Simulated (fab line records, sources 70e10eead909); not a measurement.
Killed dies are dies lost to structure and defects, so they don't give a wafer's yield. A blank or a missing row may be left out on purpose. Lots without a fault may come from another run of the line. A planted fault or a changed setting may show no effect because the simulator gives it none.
A struck lot beside a sound one | flow nand_harc | 22 steps out of a route of 1302
Sound: wafers L208.2, L208.4, L208.5. Struck: wafers L223.1, L223.3, L223.4. The cause comes at the end.
At each step with rows: each side's tool, then ch and its chambers, then its first start. Under that, the readings that differ: sound wafers | struck wafers | difference of the means | sigmas: that difference in standard deviations of wafers without a fault.
alike: readings whose means differ by less than 2 such deviations, and words and numbers that are the same on both sides. not compared: withheld readings, readings that some wafer has no value for, bounds like >300 that may hide the same value, and numbers for which the record gives no deviation and whose values overlap.
The two part at a step that has a row with sigmas, a row that says differs or no value, or rows on one side only. Numbers that don't overlap but have no deviation are shown without sigmas and don't part them. A reading that every wafer of one side lacks parts them only if that side has two wafers or more.

first, 5 steps without rows for these wafers: NHARC_P_GATE_STRIP_15 (strips in SPM, time 780 s); NHARC_P_GATE_PRECLEAN_71 (cleans in SC1); NHARC_P_GATE_SRD_72; NHARC_P_GATE_OXIDE_16 (material SiO2, target thk 3 nm, ox time 392 s); NHARC_P_GATE_CVD_17 (deposits poly-Si, target thk 150 nm, time 900 s).
NHARC_P_GATE_HM_DEP_102: deposits aC, target thk 120 nm.
  sound on acl_dep-01 ch 0, day 6 18:49; struck on acl_dep-01 ch 0, day 13 01:22
  alike: throttle_valve_pct
NHARC_P_GATE_DEP_103: deposits SiON, target thk 30 nm.
  sound on pecvd-03 ch 0,1, day 6 19:24; struck on pecvd-03 ch 1,2, day 13 02:02
  alike: heater_power_w
then, 5 steps without rows for these wafers: NHARC_P_GATE_DEHYDRATE_18 (time 120 s); NHARC_P_GATE_HMDS_19 (time 30 s); NHARC_P_GATE_COAT_20 (resist thk 90 nm); NHARC_P_GATE_SOFTBAKE_21 (time 55 s); NHARC_P_GATE_EBR_22.
NHARC_P_GATE_EXPOSE_23: exposes mask P GATE, target cd 120 nm.
  sound on arfi_scanner-02 ch 0, day 6 19:48; struck on arfi_scanner-01 ch 0, day 13 02:35
  reading              | sound             | struck            | difference | sigmas
  exposure_dose_mJ_cm2 | 93.78 93.76 93.81 | 90.80 90.96 90.78 | -2.94      | -31
  alike: mask
then, 2 steps without rows for these wafers: NHARC_P_GATE_PEB_24 (peb time 65 s); NHARC_P_GATE_DEVELOP_25 (develop time 35 s).
NHARC_P_GATE_CD_MEAS_26: target cd 120 nm.
  sound on cd_sem-02 ch 0, day 6 19:56; struck on cd_sem-03 ch 0, day 13 02:43
  alike: cd_nm
NHARC_P_GATE_OVL_MEAS_27:
  sound on overlay-01, day 6 20:01; struck on overlay-02, day 13 02:49
  alike: overlay_x_nm, overlay_y_nm
NHARC_P_GATE_INSPECT_28:
  sound on defect_inspect-02, day 6 20:04; struck on defect_inspect-01, day 13 02:50
  reading          | sound | struck | difference | sigmas
  raw_defect_count | 2 4 4 | 8 9 13 | +7         | +2
NHARC_P_GATE_DESCUM_31: chemistry O2, time 3 s.
  sound on rie_diel-06 ch 0,3, day 6 20:07; struck on rie_diel-07 ch 0,2,3, day 13 02:54
  alike: drypump_motor_current_A, mfc_ar_sccm, oes_product_au, rf_vpp_V, showerhead_plenum_p_Torr, throttle_valve_pct
  not compared: rf_hours_counter_h, model.P_GATE.cd_nm
NHARC_P_GATE_ETCH_104: etches the open film in CF4/CHF3, target depth 60 nm.
  sound on rie_diel-06 ch 0,3, day 6 20:13; struck on rie_diel-07 ch 0,1,2, day 13 02:59
  reading                 | sound             | struck            | difference | sigmas
  oes_product_au (a.u.)   | 0.967 0.965 0.981 | 0.921 0.925 0.915 | -0.051     | -2
  model.P_GATE.cd_nm (nm) | 119.9 120.7 119.7 | 121.9 122.6 121.1 | +1.8       |
  alike: drypump_motor_current_A, mfc_ar_sccm, rf_vpp_V, showerhead_plenum_p_Torr, throttle_valve_pct
NHARC_P_GATE_HM_OPEN_105: chemistry O2/COS, target depth 360 nm.
  sound on rie_diel-06 ch 1,3; struck on rie_diel-07 ch 0,1,2
  alike: drypump_motor_current_A, mfc_ar_sccm, oes_product_au, rf_vpp_V, showerhead_plenum_p_Torr, throttle_valve_pct
  not compared: rf_hours_counter_h
NHARC_END_SORT_01:
  the record has rows for the sound wafers here (prober-02 ch 0, day 25 13:11) and none for the struck ones

WHERE THEY PART
First at NHARC_P_GATE_EXPOSE_23; last, within this record, at NHARC_END_SORT_01.

WHY: what the simulator had put in
Process parameter drift: arfi_scanner-01, from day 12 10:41 on, at NHARC_P_GATE_EXPOSE_23. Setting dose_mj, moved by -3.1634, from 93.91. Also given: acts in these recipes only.
